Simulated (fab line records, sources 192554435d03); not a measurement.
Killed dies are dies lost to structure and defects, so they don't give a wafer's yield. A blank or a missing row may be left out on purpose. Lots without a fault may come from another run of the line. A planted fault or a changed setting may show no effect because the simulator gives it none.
fab line records | flow n5_finfet | part 1 of 2: steps 1 to 3 of 6
record lots=22 wafers=66 last_day=19
route steps=1938 shown BEOL_M1@774
lots that met no fault: from a run of the same line without faults
start_h: hours from the record's first day to the start of the lot's first wafer shown | wait_h: hours since the lot's step before | " the same as in the row above | L1.1+2: a row that stands for several wafers | - no value, or no start given | * or withheld: withheld | < > ~ a bound
route shown NAME@n: a module of which the file shows steps, and the number in the route of the first | usual: mean/standard deviation of fault-free wafers | same: alike in all rows | chamber/n: place in a boat | sites: the reading at each site | _std_site: their standard deviation | _edge_site: outer sites' mean less inner sites' | radius_mm: how far each site lies from the wafer's centre | mask NAME#n: copy n | behind: the tool/chamber that last shaped the wafer | hold: why the lot was held/for how many hours/how that ended | device: the transistor (n, p or np) that didn't switch | end of line: the same wafers' tests at the end of the route | a step without rows: its recipe alone | killed: dies lost to structure and defects at the first sort, not the wafer's yield | map: a wafer's dies, x killed, . not, _ none there
set.NAME: the setting as run; set.NAME@STEP: as run at that earlier step | model.NAME: the simulator's own value behind a step, which no gauge read
steps of the route over a sample of lots; a table a step, a row a wafer
services: from which hour (start_h, from the record's first day; less than 0 if before it) a tool's chamber was out of use, for how many hours, and why
## steps
# step N5_BEOL_M1_HM_OPEN_17
# recipe chemistry=Cl2/BCl3 target_depth_a=200 overetch_a=60 target=TiN mask_material=SOC ion_energy_ev=150 pressure_mtorr=10 icp_w=1000 bias_w=126 Cl2_flow_sccm=53.25 bcl3_flow_sccm=21.75 Ar_flow_sccm=25
# usual bcl3_flow_sccm=21.76/0.064 drypump_motor_current_A=5.7/0.34 oes_product_au=0.60/0.076 throttle_valve_pct=22.27/0.13
# columns lot.wafer tool chamber start_h wait_h bcl3_flow_sccm drypump_motor_current_A oes_product_au rf_hours_counter_h throttle_valve_pct
L074.3 rie_metal-02 0 122.73 0.1 21.77 5.7 0.56 - 22.43
L074.5 " 1 " " 21.71 5.2 0.59 - 22.40
L074.6 " 0 " " 21.82 5.6 0.55 - 22.44
L075.2 rie_metal-02 0 126.79 0.0 21.83 5.7 0.55 102 22.44
L075.3 " 0 " " 21.80 5.6 0.55 - 22.44
L075.5 " 0 " " 21.70 5.7 0.55 - 22.43
L076.1 rie_metal-03 1 136.70 0.0 21.72 6.0 0.67 39 22.07
L076.2 " 0 " " 21.73 6.4 0.60 63 22.22
L076.6 " 1 " " 21.75 6.0 0.65 - 22.08
L078.1 rie_metal-02 1 148.89 0.0 21.75 5.3 0.60 74 22.37
L078.3 " 1 " " 21.79 5.2 0.60 - 22.38
L078.4 " 1 " " 21.73 5.2 0.60 - 22.36
L079.1 rie_metal-02 1 154.45 0.0 21.81 5.3 0.59 76 22.39
L079.3 " 1 " " 21.84 5.3 0.59 - 22.41
L079.6 " 1 " " 21.77 5.3 0.59 - 22.38
L080.3 rie_metal-02 1 159.57 0.1 21.72 5.3 0.58 - 22.39
L080.5 " 1 " " 21.78 5.3 0.58 - 22.41
L080.6 " 0 " " 21.63 5.7 0.54 - 22.45
L081.1 rie_metal-01 1 162.86 0.0 21.79 5.7 0.57 98 22.11
L081.2 " 0 " " 21.73 5.6 0.53 129 22.43
L081.5 " 1 " " 21.69 5.7 0.56 - 22.11
L082.1 rie_metal-02 0 174.29 0.0 21.83 5.6 0.56 105 22.42
L082.2 " 1 " " 21.69 5.2 0.58 78 22.41
L082.6 " 0 " " 21.78 5.6 0.56 - 22.41
L083.1 rie_metal-02 0 174.63 0.0 21.78 5.7 0.55 105 22.43
L083.2 " 1 " " 21.78 5.3 0.59 78 22.39
L083.3 " 1 " " 21.76 5.3 0.59 - 22.40
L084.1 rie_metal-03 0 185.25 0.0 21.80 6.4 0.59 67 22.22
L084.5 " 0 " " 21.78 6.4 0.60 - 22.22
L084.6 " 1 " " 21.67 6.0 0.64 - 22.11
L085.1 rie_metal-01 1 194.29 0.0 21.72 5.7 0.55 99 22.13
L085.3 " 1 " " 21.60 5.7 0.55 - 22.15
L085.6 " 1 " " 21.69 5.7 0.56 - 22.16
L087.2 rie_metal-03 1 201.78 0.0 21.69 6.0 0.64 43 22.10
L087.5 " 0 " " 21.72 6.3 0.59 - 22.25
L087.6 " 1 " " 21.71 6.0 0.65 - 22.10
L086.1 rie_metal-01 1 202.51 0.0 21.79 5.7 0.56 101 22.15
L086.3 " 1 " " 21.84 5.7 0.56 - 22.12
L086.5 " 1 " " 21.81 5.7 0.56 - 22.14
L088.3 rie_metal-01 1 211.97 0.1 21.74 5.7 0.56 - 22.12
L088.5 " 1 " " 21.82 5.7 0.56 - 22.12
L088.6 " 1 " " 21.72 5.7 0.56 - 22.13
L089.1 rie_metal-02 0 215.45 0.0 21.73 5.6 0.54 108 22.43
L089.3 " 1 " " 21.70 5.3 0.58 - 22.41
L089.6 " 1 " " 21.77 5.3 0.58 - 22.42
L090.1 rie_metal-03 1 222.40 0.0 21.76 6.0 0.63 44 22.11
L090.3 " 0 " " 21.72 6.4 0.58 - 22.25
L090.5 " 0 " " 21.68 6.4 0.59 - 22.25
L091.1 rie_metal-01 0 222.58 0.0 21.86 5.5 0.85 0 22.21
L091.4 " 1 " " 21.72 5.7 0.56 - 22.13
L091.6 " 1 " " 21.66 5.7 0.56 - 22.14
L092.2 rie_metal-01 1 226.75 0.0 21.81 5.7 0.56 103 22.14
L092.3 " 1 " " 21.82 5.7 0.55 - 22.14
L092.6 " 0 " " 21.76 5.6 0.83 - 22.22
L093.1 rie_metal-01 0 236.19 0.0 21.76 5.6 0.82 1 22.23
L093.3 " 1 " " 21.78 5.7 0.56 - 22.14
L093.5 " 1 " " 21.82 5.7 0.55 - 22.14
L094.1 rie_metal-02 0 241.72 0.0 21.71 5.7 0.54 111 22.46
L094.2 " 1 " " 21.72 5.3 0.58 84 22.40
L094.5 " 0 " " 21.65 5.6 0.53 - 22.45
L096.1 rie_metal-03 1 258.67 0.0 21.75 6.0 0.64 46 22.09
L096.3 " 1 " " 21.77 6.0 0.64 - 22.10
L096.4 " 0 " " 21.81 6.4 0.58 - 22.24
L097.1 rie_metal-01 1 268.16 0.0 21.73 5.7 0.55 106 22.15
L097.3 " 1 " " 21.75 5.7 0.55 - 22.15
L097.6 " 1 " " 21.68 5.7 0.55 - 22.15
# step N5_BEOL_M1_DESCUM_33
# recipe chemistry=O2 time_s=7 source_power_w=50 bias_power_w=20 pressure_mtorr=20 rf_frequency_hz=2.712e+07 temp_c=40 resist=CAR-EUV o2_flow_sccm=225
# usual bias_power_w=19.99/0.058 drypump_motor_current_A=5.8/0.52 o2_flow_sccm=224.8/0.6 oes_product_au=0.76/0.071 rf_vpp_V=243.1/1.3 showerhead_plenum_p_Torr=2.10/0.071 throttle_valve_pct=20.51/0.26
# columns lot.wafer tool chamber start_h wait_h bias_power_w drypump_motor_current_A o2_flow_sccm oes_product_au rf_hours_counter_h rf_vpp_V showerhead_plenum_p_Torr throttle_valve_pct
L074.3 rie_diel-01 0 123.79 0.3 20.04 6.2 225.2 0.69 240 241.9 2.06 20.31
L074.5 " 3 " " 20.05 6.2 224.3 0.76 - 245.7 2.19 20.26
L074.6 " 0 " " 20.10 6.2 223.6 0.68 - 242.3 2.06 20.30
L075.2 rie_diel-03 0 127.41 0.0 20.06 5.0 224.1 0.74 143 242.2 2.10 20.81
L075.3 " 2 " " 19.95 4.7 224.7 0.78 137 244.5 2.19 20.86
L075.5 " 1 " " 20.06 6.1 224.4 0.74 - 244.1 2.19 20.68
L076.1 rie_diel-03 3 137.50 0.0 20.00 6.4 224.7 0.88 53 242.9 2.05 20.38
L076.2 " 1 " " 19.95 6.1 224.5 0.75 184 243.6 2.18 20.68
L076.6 " 2 " " 20.03 4.7 224.1 0.78 - 245.7 2.19 20.87
L078.1 rie_diel-01 2 149.60 0.0 20.03 5.7 223.0 0.77 155 244.6 2.16 20.48
L078.3 " 1 " " 20.00 6.2 224.9 0.72 180 241.9 1.98 20.53
L078.4 " 3 " " 20.00 6.2 225.1 0.75 164 245.0 2.19 20.27
L079.1 rie_diel-04 1 155.29 0.0 20.02 6.1 225.5 0.80 112 242.0 2.01 20.71
L079.3 " 3 " " 19.97 5.9 224.5 0.76 161 243.8 2.07 20.46
L079.6 " 3 " " 19.99 5.9 224.4 0.75 - 242.7 2.07 20.47
L080.3 rie_diel-03 1 160.16 0.0 19.93 6.1 224.8 0.73 190 244.5 2.18 20.70
L080.5 " 3 " " 19.98 6.4 224.6 0.86 - 242.7 2.05 20.41
L080.6 " 0 " " 19.88 5.0 225.5 0.73 - 242.5 2.10 20.82
L081.1 rie_diel-04 0 163.48 0.0 20.05 5.9 225.1 0.70 211 244.2 2.16 20.28
L081.2 " 2 " " 19.93 5.2 225.1 0.70 247 242.2 2.06 20.58
L081.5 " 3 " " 19.95 5.9 224.7 0.75 - 243.3 2.07 20.47
L082.1 rie_diel-03 0 174.91 0.0 19.96 5.0 224.6 0.73 156 242.4 2.10 20.84
L082.2 " 1 " " 19.91 6.1 224.3 0.73 194 244.7 2.18 20.69
L082.6 " 1 " " 20.03 6.1 224.9 0.73 - 246.3 2.18 20.70
L083.1 rie_diel-04 1 175.37 0.0 19.98 6.2 224.1 0.79 117 242.9 2.01 20.71
L083.2 " 0 " " 20.02 5.9 224.6 0.69 213 244.3 2.16 20.27
L083.3 " 3 " " 19.93 5.9 225.1 0.74 167 244.0 2.07 20.48
L084.1 rie_diel-01 2 186.07 0.1 19.96 5.7 224.1 0.76 166 243.7 2.16 20.49
L084.5 " 1 " " 19.90 6.2 225.8 0.72 - 241.2 1.98 20.56
L084.6 " 2 " " 19.95 5.7 224.2 0.77 - 244.6 2.16 20.49
L085.1 rie_diel-01 0 195.02 0.0 20.06 6.1 224.7 0.95 3 243.3 2.06 19.95
L085.3 " 1 " " 19.97 6.2 225.0 0.71 193 241.8 1.98 20.57
L085.6 " 2 " " 20.14 5.7 225.0 0.76 - 242.8 2.15 20.50
L087.2 rie_diel-01 3 202.50 0.0 20.07 6.2 224.3 0.74 174 245.0 2.18 20.27
L087.5 " 3 " " 20.02 6.2 224.0 0.74 - 242.9 2.18 20.27
L087.6 " 0 " " 20.01 6.2 224.3 0.95 - 243.0 2.06 19.95
L086.1 rie_diel-01 1 203.23 0.0 19.95 6.2 225.3 0.70 195 242.2 1.98 20.56
L086.3 " 3 " " 20.02 6.2 224.8 0.74 174 244.8 2.18 20.28
L086.5 " 1 " " 19.92 6.2 225.0 0.71 - 240.4 1.98 20.58
L088.3 rie_diel-01 0 212.62 0.0 20.06 6.1 225.1 0.94 7 243.4 2.06 19.96
L088.5 " 1 " " 20.09 6.3 224.6 0.71 - 240.3 1.98 20.57
L088.6 " 2 " " 20.01 5.7 225.0 0.76 - 242.4 2.15 20.51
L089.1 rie_diel-03 2 216.59 0.4 19.98 4.7 225.6 0.76 156 244.4 2.19 20.87
L089.3 " 1 " " 19.95 6.1 226.1 0.73 204 242.3 2.18 20.72
L089.6 " 0 " " 19.92 5.0 225.4 0.72 - 241.7 2.10 20.85
L090.1 rie_diel-03 2 223.06 0.0 19.95 4.7 224.6 0.76 158 243.4 2.19 20.90
L090.3 " 3 " " 19.99 6.4 225.1 0.84 75 242.8 2.04 20.44
L090.5 " 2 " " 19.95 4.7 225.3 0.76 - 243.9 2.19 20.89
L091.1 rie_diel-01 3 223.20 0.0 20.03 6.2 224.7 0.73 180 245.3 2.18 20.29
L091.4 " 0 " " 19.95 6.1 226.3 0.94 10 241.5 2.06 19.96
L091.6 " 1 " " 19.97 6.2 226.0 0.70 - 242.6 1.98 20.57
L092.2 rie_diel-04 3 227.63 0.3 20.01 5.9 223.6 0.74 184 243.5 2.06 20.50
L092.3 " 1 " " 19.91 6.1 223.4 0.78 134 240.4 2.00 20.74
L092.6 " 0 " " 19.99 5.9 225.2 0.69 - 244.9 2.15 20.28
L093.1 rie_diel-03 3 236.94 0.0 19.91 6.4 225.2 0.83 79 241.6 2.04 20.43
L093.3 " 0 " " 19.91 5.0 224.4 0.72 170 241.2 2.10 20.86
L093.5 " 3 " " 19.90 6.4 224.3 0.82 - 240.7 2.04 20.42
L094.1 rie_diel-01 0 242.35 0.0 19.93 6.1 225.3 0.91 17 243.9 2.05 19.99
L094.2 " 3 " " 19.96 6.2 225.0 0.74 187 243.2 2.18 20.30
L094.5 " 0 " " 19.98 6.1 224.2 0.92 - 242.7 2.05 19.99
L096.1 rie_diel-03 2 259.45 0.0 19.96 4.7 224.5 0.75 170 243.4 2.18 20.90
L096.3 " 1 " " 20.00 6.1 224.5 0.72 217 243.8 2.17 20.72
L096.4 " 0 " " 19.95 5.0 225.4 0.71 178 243.8 2.09 20.87
L097.1 rie_diel-03 2 269.03 0.0 20.08 4.7 224.7 0.74 173 244.4 2.18 20.92
L097.3 " 0 " " 20.05 5.0 225.3 0.71 182 241.1 2.09 20.86
L097.6 " 1 " " 19.98 6.1 225.5 0.71 - 243.9 2.17 20.74
# step N5_BEOL_M1_TRENCH_ETCH_37
# recipe chemistry=C4F6/O2 target_depth_a=552.07 target=SiOC time_s=29 ion_energy_ev=250 pressure_mtorr=30 source_w=355 bias_w=185 Ar_flow_sccm=300 C4F6_flow_sccm=10 O2_flow_sccm=10
# usual drypump_motor_current_A=5.8/0.51 oes_product_au=0.76/0.069 rf_vpp_V=669/10 showerhead_plenum_p_Torr=2.85/0.092 throttle_valve_pct=21.00/0.24
# columns lot.wafer tool chamber start_h wait_h drypump_motor_current_A oes_product_au rf_hours_counter_h rf_vpp_V showerhead_plenum_p_Torr throttle_valve_pct
L074.3 rie_diel-03 2 - - 4.7 0.76 137 668 2.97 21.26
L074.5 " 0 " " 5.0 0.74 - 656 2.87 21.25
L074.6 " 3 " " 6.4 0.88 - 667 2.78 20.76
L075.2 rie_diel-03 0 - - 5.0 0.74 143 656 2.87 21.23
L075.3 " 2 " " 4.7 0.76 137 669 2.97 21.25
L075.5 " 3 " " 6.4 0.88 - 667 2.78 20.73
L076.1 rie_diel-04 2 - - 5.3 0.70 243 667 2.82 21.09
L076.2 " 0 " " 5.9 0.70 203 679 2.96 20.82
L076.6 " 3 " " 6.0 0.75 - 681 2.85 21.04
L078.1 rie_diel-04 3 - - 6.0 0.75 160 680 2.85 21.06
L078.3 " 1 " " 6.1 0.79 111 668 2.74 21.13
L078.4 " 0 " " 5.9 0.70 207 680 2.96 20.83
L079.1 rie_diel-01 3 - - 6.2 0.77 166 667 2.96 20.64
L079.3 " 2 " " 5.7 0.76 157 651 2.97 21.09
L079.6 " 0 " " 6.2 0.67 - 681 2.80 20.75
L080.3 rie_diel-04 1 - - 6.1 0.79 114 668 2.74 21.12
L080.5 " 3 " " 5.9 0.74 - 680 2.85 21.05
L080.6 " 0 " " 5.9 0.69 - 679 2.96 20.82
L081.1 rie_diel-04 1 - - 6.1 0.79 115 668 2.74 21.12
L081.2 " 3 " " 6.0 0.74 164 680 2.85 21.05
L081.5 " 2 " " 5.2 0.70 - 666 2.82 21.11
L082.1 rie_diel-01 1 - - 6.3 0.71 188 669 2.72 21.07
L082.2 " 2 " " 5.7 0.76 163 652 2.97 21.10
L082.6 " 2 " " 5.7 0.76 - 649 2.97 21.09
L083.1 rie_diel-01 0 - - 6.1 0.96 1 681 2.80 20.37
L083.2 " 2 " " 5.7 0.76 166 650 2.97 21.11
L083.3 " 1 " " 6.2 0.71 191 669 2.72 21.09
L084.1 rie_diel-03 1 - - 6.1 0.73 198 684 2.94 21.00
L084.5 " 0 " " 5.0 0.73 - 656 2.86 21.27
L084.6 " 3 " " 6.4 0.87 - 668 2.77 20.77
L085.1 rie_diel-04 1 - - 6.1 0.79 124 667 2.74 21.14
L085.3 " 0 " " 5.9 0.69 220 680 2.95 20.84
L085.6 " 1 " " 6.1 0.79 - 668 2.74 21.15
L087.2 rie_diel-01 2 - - 5.7 0.76 170 650 2.96 21.11
L087.5 " 2 " " 5.7 0.76 - 650 2.96 21.12
L087.6 " 1 " " 6.2 0.71 - 670 2.72 21.09
L086.1 rie_diel-01 0 - - 6.1 0.92 7 681 2.80 20.39
L086.3 " 3 " " 6.2 0.76 177 666 2.96 20.67
L086.5 " 2 " " 5.7 0.75 - 649 2.96 21.12
L089.1 rie_diel-01 0 - - 6.2 0.92 9 679 2.80 20.41
L089.3 " 3 " " 6.2 0.76 178 668 2.96 20.67
L089.6 " 3 " " 6.2 0.75 - 667 2.95 20.68
L091.1 rie_diel-01 2 - - 5.7 0.75 178 649 2.96 21.12
L091.4 " 1 " " 6.2 0.69 203 670 2.72 21.10
L091.6 " 1 " " 6.2 0.69 - 670 2.72 21.11
L088.3 rie_diel-04 1 - - 6.1 0.77 136 668 2.73 21.15
L088.5 " 1 " " 6.1 0.77 - 669 2.73 21.16
L088.6 " 0 " " 5.9 0.68 - 680 2.95 20.84
L090.1 rie_diel-03 0 - - 5.0 0.71 170 655 2.86 21.28
L090.3 " 3 " " 6.4 0.84 79 666 2.77 20.80
L090.5 " 0 " " 5.0 0.71 - 655 2.86 21.28
L092.2 rie_diel-03 0 - - 5.0 0.73 171 655 2.86 21.30
L092.3 " 1 " " 6.1 0.72 211 685 2.93 21.05
L092.6 " 2 " " 4.7 0.75 - 668 2.96 21.29
L093.1 rie_diel-03 0 - - 5.0 0.72 176 657 2.85 21.30
L093.3 " 2 " " 4.7 0.74 168 668 2.96 21.30
L093.5 " 3 " " 6.4 0.83 - 668 2.76 20.79
L094.1 rie_diel-01 0 - - 6.1 0.89 23 681 2.79 20.42
L094.2 " 3 " " 6.2 0.74 194 666 2.95 20.69
L094.5 " 1 " " 6.2 0.69 - 669 2.71 21.12
L096.1 rie_diel-03 3 - - 6.4 0.83 91 666 2.76 20.81
L096.3 " 1 " " 6.1 0.71 221 684 2.93 21.04
L096.4 " 0 " " 5.0 0.71 183 654 2.85 21.29
L097.1 rie_diel-03 1 - - 6.1 0.71 223 684 2.93 21.04
L097.3 " 3 " " 6.4 0.83 93 667 2.76 20.82
L097.6 " 0 " " 5.0 0.70 - 654 2.85 21.32
